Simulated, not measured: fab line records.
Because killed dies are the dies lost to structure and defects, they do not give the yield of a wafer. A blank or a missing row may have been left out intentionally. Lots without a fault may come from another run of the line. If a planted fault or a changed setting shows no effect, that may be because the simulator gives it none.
Chamber matching | flow nand-harc | NHARC_P_M0_PRE_CLEAN_31 on pecvd-03: 3 sister chambers
The step time 12 s. 27 wafers are shown with their chamber, then 12 later ones without.

== WAFERS WITH THEIR CHAMBER ==
wafer  | chamber | heater-power-w (W) | heater-power-outer-w (W)
L077.1 | 2       | 712                | 407
L077.3 | 0       | 550                | 303
L077.4 | 1       | 637                | 334
L076.1 | 1       | 718                | 404
L076.2 | 0       | 580                | 323
L076.5 | 0       | 575                | 323
L079.2 | 1       | 644                | 344
L079.5 | 1       | 632                | 338
L079.6 | 2       | 680                | 413
L080.3 | 0       | 581                | 319
L080.4 | 2       | 697                | 409
L080.5 | 0       | 578                | 318
L081.1 | 1       | 662                | 374
L081.4 | 0       | 537                | 289
L081.5 | 2       | 634                | 358
L084.2 | 2       | 706                | 425
L084.4 | 1       | 718                | 412
L084.5 | 0       | 567                | 323
L087.1 | 2       | 702                | 418
L087.2 | 0       | 568                | 310
L087.4 | 1       | 726                | 415
L085.1 | 0       | 515                | 282
L085.4 | 1       | 694                | 397
L085.6 | 0       | 515                | 281
L088.1 | 2       | 595                | 352
L088.4 | 0       | 467                | 247
L088.6 | 1       | 674                | 376

SIGNATURES (averages over the wafers above)
reading              | chamber 0 | chamber 1 | chamber 2 | scatter within a chamber
heater-power-w       | 548.45    | 678.33    | 675.14    | 38.7
heater-power-outer-w | 301.64    | 377.11    | 397.43    | 28.5
Rule: a wafer's distance from a chamber is the root of the sum, over the readings, of the square of ((its reading less the chamber's mean) divided by the reading's scatter). The wafer belongs to the nearest chamber; if the next one is less than 2 further off, it can't be placed. The scatter: the root of (the sum of the squares of (reading less its chamber's mean) over the shown wafers, divided by (wafers less chambers)).

== WAFERS WITHOUT THEIR CHAMBER ==
wafer  | heater-power-w (W) | heater-power-outer-w (W)
L093.1 | 650                | 376
L093.2 | 573                | 324
L093.6 | 581                | 319
L092.1 | 658                | 378
L092.3 | 656                | 372
L092.6 | 664                | 369
L095.2 | 712                | 414
L095.3 | 742                | 428
L095.6 | 705                | 429
L094.1 | 665                | 376
L094.4 | 547                | 297
L094.5 | 675                | 374

== THE CHAMBER EACH PASSED THROUGH ==
wafer  | from the rows above     | in truth
L093.1 | can't be placed: 1 or 2 | 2
L093.2 | 0                       | 0
L093.6 | 0                       | 0
L092.1 | can't be placed: 1 or 2 | 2
L092.3 | can't be placed: 1 or 2 | 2
L092.6 | can't be placed: 1 or 2 | 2
L095.2 | can't be placed: 2 or 1 | 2
L095.3 | can't be placed: 2 or 1 | 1
L095.6 | can't be placed: 2 or 1 | 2
L094.1 | can't be placed: 1 or 2 | 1
L094.4 | 0                       | 0
L094.5 | can't be placed: 1 or 2 | 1
Correct placement for 3 of the 12. Can't be placed from these rows: 9 (the true chamber is among the candidates in 9). 0 placed wrongly.
